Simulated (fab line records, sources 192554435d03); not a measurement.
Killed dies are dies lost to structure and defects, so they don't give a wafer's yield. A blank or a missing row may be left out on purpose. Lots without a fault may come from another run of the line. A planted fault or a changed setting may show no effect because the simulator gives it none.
Chamber matching | flow n5_finfet | N5_FIN_SAQP_ETCH_51 on rie_diel-02: 4 sister chambers
The step etches SiARC in CF4, target depth 45.5 nm, time 75.8 s. 14 wafers are shown with their chamber, then 7 later ones without.

WAFERS WITH THEIR CHAMBER
wafer  | chamber | drypump_motor_current_A (A) | showerhead_plenum_p_Torr (Torr) | throttle_valve_pct (%)
L074.2 | 0       | 5.3                         | 2.21                            | 16.14
L074.3 | 1       | 5.5                         | 2.24                            | 15.84
L074.4 | 2       | 5.0                         | 2.16                            | 15.68
L075.3 | 3       | 5.8                         | 2.26                            | 15.34
L075.5 | 2       | 5.0                         | 2.16                            | 15.68
L075.6 | 1       | 5.6                         | 2.24                            | 15.85
L083.4 | 2       | 5.0                         | 2.16                            | 15.72
L083.5 | 1       | 5.5                         | 2.23                            | 15.90
L083.6 | 3       | 5.8                         | 2.26                            | 15.37
L086.1 | 2       | 5.0                         | 2.15                            | 15.73
L086.2 | 0       | 5.3                         | 2.20                            | 15.71
L086.4 | 3       | 5.7                         | 2.25                            | 15.37
L090.1 | 2       | 5.0                         | 2.15                            | 15.76
L090.4 | 0       | 5.3                         | 2.20                            | 15.70

SIGNATURES (means of the wafers above)
reading                  | chamber 0 | chamber 1 | chamber 2 | chamber 3 | scatter within a chamber
drypump_motor_current_A  | 5.300     | 5.533     | 5.000     | 5.767     | 0.0365
showerhead_plenum_p_Torr | 2.2033    | 2.2367    | 2.1560    | 2.2567    | 0.00566
throttle_valve_pct       | 15.8500   | 15.8633   | 15.7140   | 15.3600   | 0.116
Rule: a wafer's distance from a chamber is the root of the sum, over the readings, of the square of ((its reading less the chamber's mean) divided by the reading's scatter). The wafer belongs to the nearest chamber; if the next one is less than 2 further off, it can't be placed. The scatter: the root of (the sum of the squares of (reading less its chamber's mean) over the shown wafers, divided by (wafers less chambers)).

WAFERS WITHOUT THEIR CHAMBER
wafer  | drypump_motor_current_A (A) | showerhead_plenum_p_Torr (Torr) | throttle_valve_pct (%)
L090.6 | 5.5                         | 2.22                            | 15.91
L091.1 | 5.5                         | 2.22                            | 15.93
L091.3 | 5.3                         | 2.20                            | 15.73
L091.4 | 5.0                         | 2.15                            | 15.75
L094.2 | 5.0                         | 2.15                            | 15.78
L094.3 | 5.3                         | 2.19                            | 15.74
L094.5 | 5.3                         | 2.19                            | 15.74

WHICH CHAMBER EACH WENT THROUGH
wafer  | from the rows above | in truth
L090.6 | 1                   | 1
L091.1 | 1                   | 1
L091.3 | 0                   | 0
L091.4 | 2                   | 2
L094.2 | 2                   | 2
L094.3 | 0                   | 0
L094.5 | 0                   | 0
Placed correctly: 7 of 7. Can't be placed from these rows: 0. Placed wrongly: 0.
